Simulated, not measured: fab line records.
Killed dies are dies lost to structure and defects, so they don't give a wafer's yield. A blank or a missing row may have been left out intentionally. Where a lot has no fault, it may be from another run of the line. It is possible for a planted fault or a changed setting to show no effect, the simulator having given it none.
Matching of chambers | flow n5Finfet | 3 sister chambers for N5_BEOL_M2_DEP_57 on pecvd-02
The step deposits SiCN from 3MS/NH3, target thk 8 nm, time 14 s. 22 wafers are shown with their chamber, then 11 later ones without.

WAFERS PAIRED WITH THEIR CHAMBERS
wafer  | chamber | throttleValvePct (%) | showerheadPlenumPTorr (Torr)
L081.1 | 2       | 8.6                  | 3.656
L081.2 | 0       | 9.3                  | 3.669
L081.4 | 0       | 9.6                  | 3.666
L083.1 | 0       | 9.4                  | 3.668
L083.5 | 1       | 9.0                  | 3.664
L083.6 | 0       | 9.3                  | 3.673
L084.3 | 1       | 9.0                  | 3.679
L084.4 | 1       | 8.9                  | 3.678
L084.6 | 0       | 9.4                  | 3.676
L085.1 | 2       | 8.8                  | 3.657
L085.3 | 0       | 9.2                  | 3.664
L085.5 | 2       | 8.8                  | 3.656
L086.1 | 0       | 9.3                  | 3.674
L086.2 | 2       | 8.7                  | 3.656
L086.3 | 1       | 8.9                  | 3.681
L086.4 | 0       | 9.4                  | 3.676
L086.5 | 1       | 9.1                  | 3.670
L086.6 | 2       | 8.9                  | 3.645
L087.2 | 2       | 8.9                  | 3.651
L087.5 | 0       | 9.4                  | 3.669
L087.6 | 1       | 8.8                  | 3.666
L088.1 | 1       | 9.1                  | 3.671

SIGNATURES, as means of the wafers listed above
reading               | chamber 0 | chamber 1 | chamber 2 | scatter within a chamber
throttleValvePct      | 9.367     | 8.971     | 8.783     | 0.113
showerheadPlenumPTorr | 3.67056   | 3.67271   | 3.65350   | 0.00528
Rule: a wafer lies at a distance from a chamber equal to the root of the sum of squares, over the readings, of (its reading less the chamber's mean, divided by the reading's scatter). The wafer belongs to the nearest chamber; if the next one is less than 2 further off, it can't be placed. How the scatter is found: for the shown wafers, subtract from each reading the mean of its chamber, square and add these, divide the total by (wafers less chambers), then take the root.

WAFERS MISSING THEIR CHAMBER
wafer  | throttleValvePct (%) | showerheadPlenumPTorr (Torr)
L088.4 | 9.2                  | 3.668
L088.5 | 8.7                  | 3.660
L089.1 | 8.7                  | 3.656
L089.4 | 8.9                  | 3.651
L089.6 | 8.9                  | 3.667
L090.3 | 9.0                  | 3.664
L090.4 | 9.0                  | 3.657
L090.6 | 8.8                  | 3.657
L096.4 | 9.1                  | 3.672
L096.5 | 9.0                  | 3.662
L096.6 | 8.7                  | 3.679

EACH ONE'S CHAMBER
wafer  | from the rows above          | in truth
L088.4 | can't be placed: 0 or 1      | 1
L088.5 | can't be placed: 2 or 1      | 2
L089.1 | 2                            | 2
L089.4 | 2                            | 2
L089.6 | can't be placed: 1 or 2      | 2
L090.3 | can't be placed: 1 or 2 or 0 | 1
L090.4 | can't be placed: 2 or 1      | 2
L090.6 | 2                            | 2
L096.4 | can't be placed: 1 or 0      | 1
L096.5 | can't be placed: 1 or 2 or 0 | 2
L096.6 | 1                            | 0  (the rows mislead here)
Correctly placed: 3 of 11. From these rows, 7 cannot be placed; in 7 the true chamber is one of the candidates. Wrongly placed: 1.
